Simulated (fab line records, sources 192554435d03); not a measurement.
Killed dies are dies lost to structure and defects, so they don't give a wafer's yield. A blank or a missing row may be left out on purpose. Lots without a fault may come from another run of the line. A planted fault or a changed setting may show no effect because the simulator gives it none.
A struck lot beside a sound one | flow n5_finfet | 16 steps out of a route of 1938
Sound: wafers L571.2, L571.3, L571.5. Struck: wafer L579.5. (L579.2, L579.6 of the same lot were not struck and are left out.) The cause comes at the end.
At each step with rows: each side's tool, then ch and its chambers, then its first start. Under that, the readings that differ: sound wafers | struck wafers | difference of the means | sigmas: that difference in standard deviations of wafers without a fault.
alike: readings whose means differ by less than 2 such deviations, and words and numbers that are the same on both sides. not compared: withheld readings, readings that some wafer has no value for, bounds like >300 that may hide the same value, and numbers for which the record gives no deviation and whose values overlap.
The two part at a step that has a row with sigmas, a row that says differs or no value, or rows on one side only. Numbers that don't overlap but have no deviation are shown without sigmas and don't part them. A reading that every wafer of one side lacks parts them only if that side has two wafers or more.

first, 6 steps without rows for these wafers: N5_BEOL_M2_COAT_22 (resist thk 30 nm); N5_BEOL_M2_EBR_24; N5_BEOL_M2_SOFTBAKE_23 (time 60 s); N5_BEOL_M2_EXPOSE_25 (exposes mask V1, defocus 5 nm); N5_BEOL_M2_PEB_26 (peb time 60 s); N5_BEOL_M2_DEVELOP_27 (develop time 30 s).
N5_BEOL_M2_CD_MEAS_28: target cd 26.2 nm, target cd y 24.1 nm.
  sound on cd_sem-02 ch 0, day 7 08:06; struck on cd_sem-03 ch 0, day 9 04:00
  alike: cd_nm
N5_BEOL_M2_OVL_MEAS_29:
  sound on overlay-01 ch 0, day 7 08:08; struck on overlay-02 ch 0, day 9 04:02
  alike: V1_OVL
N5_BEOL_M2_INSPECT_30: inspects for defects (brightfield).
  sound on defect_inspect-01, day 7 08:11; struck on defect_inspect-02, day 9 04:05
  alike: raw_defect_count
N5_BEOL_M2_DESCUM_33: chemistry O2, time 7 s.
  sound on rie_diel-05 ch 0,1,2, day 7 08:33; struck on rie_diel-03 ch 1, day 9 04:08
  alike: drypump_motor_current_A, oes_product_au, rf_vpp_V, showerhead_plenum_p_Torr, throttle_valve_pct
  not compared: rf_hours_counter_h
N5_BEOL_M2_ETCH_77: etches underlayer in N2/H2, target depth 6.5 nm, time 5.2 s.
  sound on rie_diel-05 ch 0,1,2, day 7 08:35; struck on rie_diel-03 ch 1, day 9 04:10
  alike: drypump_motor_current_A, etch_rf_on_time_s, oes_product_au, rf_vpp_V, showerhead_plenum_p_Torr, throttle_valve_pct
  not compared: rf_hours_counter_h
N5_BEOL_M2_ETCH_69: etches SiARC in CF4, target depth 15.6 nm, time 26 s.
  sound on rie_diel-05 ch 0,1,2, day 7 08:36; struck on rie_diel-03 ch 1, day 9 04:11
  alike: drypump_motor_current_A, etch_rf_on_time_s, oes_product_au, rf_vpp_V, showerhead_plenum_p_Torr, throttle_valve_pct
  not compared: rf_hours_counter_h
N5_BEOL_M2_ALD_98: deposits SiO2, target thk 2.5 nm, pulse time 1 s, co reactant pulse time 1 s.
  sound on ald_sin-01 ch 0,2,3, day 7 08:41; struck on ald_sin-03 ch 0, day 9 04:16
  reading                                  | sound             | struck | difference | sigmas
  ald_cycles                               | 17 17 17          | 5      | -12        |
  precursor_pulse_height_rel               | 1.033 1.045 1.009 | 0.971  | -0.058     | -3
  model.SiO2_of_BEOL_M2_ALD_98.thk_nm (nm) | 2.6 2.4 2.4       | 0.8    | -1.7       |
  alike: heater_power_w
N5_BEOL_M2_ETCHBACK_99: etches SiO2 in CHF3, target depth 5 nm, time 10.4 s.
  sound on rie_diel-03 ch 0,1,3, day 7 10:38; struck on rie_diel-01 ch 2, day 9 21:17
  alike: drypump_motor_current_A, oes_product_au, rf_vpp_V, showerhead_plenum_p_Torr, throttle_valve_pct
  not compared: rf_hours_counter_h
-- the record jumps here: 3 days lie between the struck wafers' starts before and after (it left off in module BEOL_M2 and takes up again in module BEOL_M4, whose first step shown is number 1111 of the route) --
N5_BEOL_M4_RC_MEAS_101:
  sound on prober-02 ch 0, day 9 00:58; struck on prober-01 ch 0, day 12 12:28
  reading       | sound          | struck | difference | sigmas
  ION_P (uA/um) | 491 473 479    | 462    | -19        | -2
  SS_P (mV/dec) | 73.6 73.4 72.9 | 74.4   | +1.1       | +2
  alike: DIBL_N, DIBL_P, IOFF_N, IOFF_P, ION_N, SS_N, VT_N, VT_P
-- the record jumps here: 5 days lie between the struck wafers' starts before and after (it left off in module BEOL_M4 and takes up again in module PASSIVATION, whose first step shown is number 1936 of the route) --
N5_PASSIVATION_PROBE_49:
  sound on prober-01, day 13 02:58; struck on prober-01, day 17 11:19
  alike: defect_limited_yield, killed_at_M0_to_M3, killed_at_M4_up, killed_at_contacts, killed_at_front_end, killed_at_other, killed_dies, killed_on_rim, killed_open, killed_short, sort_bin_4_leakage, sort_bin_5_function, sort_bin_6_memory, sort_n_pass, sort_yield_pct

WHERE THEY PART
First at N5_BEOL_M2_ALD_98; last, within this record, at N5_BEOL_M4_RC_MEAS_101. Later steps at which nothing parts them and some readings are alike: N5_PASSIVATION_PROBE_49.

WHY: what the simulator had put in
Process parameter drift: ald_sin-03, from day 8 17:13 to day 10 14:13, at N5_BEOL_M2_ALD_98. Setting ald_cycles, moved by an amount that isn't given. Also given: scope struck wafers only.
